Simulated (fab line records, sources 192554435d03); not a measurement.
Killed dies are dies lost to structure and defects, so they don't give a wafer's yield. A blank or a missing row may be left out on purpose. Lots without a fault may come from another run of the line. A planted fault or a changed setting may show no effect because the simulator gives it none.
Chamber matching | flow n5_finfet | N5_PASSIVATION_DESCUM_46 on rie_diel-04: 4 sister chambers
The step chemistry O2, time 7.9 s. 16 wafers are shown with their chamber, then 8 later ones without.

WAFERS WITH THEIR CHAMBER
wafer  | chamber | showerhead_plenum_p_Torr (Torr) | drypump_motor_current_A (A) | throttle_valve_pct (%)
L076.1 | 0       | 2.22                            | 5.6                         | 20.51
L076.4 | 3       | 2.03                            | 6.0                         | 20.01
L076.6 | 0       | 2.22                            | 5.6                         | 20.52
L077.2 | 0       | 2.21                            | 5.6                         | 20.52
L077.3 | 1       | 2.16                            | 5.5                         | 20.34
L077.4 | 3       | 2.03                            | 6.0                         | 20.03
L079.1 | 0       | 2.21                            | 5.6                         | 20.54
L079.4 | 3       | 2.03                            | 6.0                         | 20.03
L079.6 | 2       | 2.03                            | 5.3                         | 20.17
L078.3 | 1       | 2.16                            | 5.4                         | 20.35
L078.4 | 0       | 2.21                            | 5.6                         | 20.54
L078.6 | 1       | 2.16                            | 5.4                         | 20.35
L081.2 | 1       | 2.16                            | 5.4                         | 20.37
L081.4 | 3       | 2.03                            | 6.0                         | 20.03
L081.6 | 1       | 2.16                            | 5.5                         | 20.35
L088.1 | 1       | 2.16                            | 5.4                         | 20.06

SIGNATURES (means of the wafers above)
reading                  | chamber 0 | chamber 1 | chamber 2 | chamber 3 | scatter within a chamber
showerhead_plenum_p_Torr | 2.2140    | 2.1600    | 2.0300    | 2.0300    | 0.00316
drypump_motor_current_A  | 5.600     | 5.433     | 5.300     | 6.000     | 0.0333
throttle_valve_pct       | 20.5260   | 20.3033   | 20.1700   | 20.0250   | 0.0778
Rule: a wafer's distance from a chamber is the root of the sum, over the readings, of the square of ((its reading less the chamber's mean) divided by the reading's scatter). The wafer belongs to the nearest chamber; if the next one is less than 2 further off, it can't be placed. The scatter: the root of (the sum of the squares of (reading less its chamber's mean) over the shown wafers, divided by (wafers less chambers)).

WAFERS WITHOUT THEIR CHAMBER
wafer  | showerhead_plenum_p_Torr (Torr) | drypump_motor_current_A (A) | throttle_valve_pct (%)
L088.2 | 2.02                            | 6.1                         | 20.05
L088.3 | 2.20                            | 5.5                         | 20.55
L094.1 | 2.01                            | 5.3                         | 20.22
L094.2 | 2.02                            | 6.0                         | 20.07
L094.3 | 2.15                            | 5.4                         | 20.08
L096.2 | 2.19                            | 5.6                         | 20.60
L096.3 | 2.15                            | 5.5                         | 20.10
L096.5 | 2.15                            | 5.5                         | 20.11

WHICH CHAMBER EACH WENT THROUGH
wafer  | from the rows above | in truth
L088.2 | 3                   | 3
L088.3 | 0                   | 0
L094.1 | 2                   | 2
L094.2 | 3                   | 3
L094.3 | 1                   | 1
L096.2 | 0                   | 0
L096.3 | 1                   | 1
L096.5 | 1                   | 1
Placed correctly: 8 of 8. Can't be placed from these rows: 0. Placed wrongly: 0.
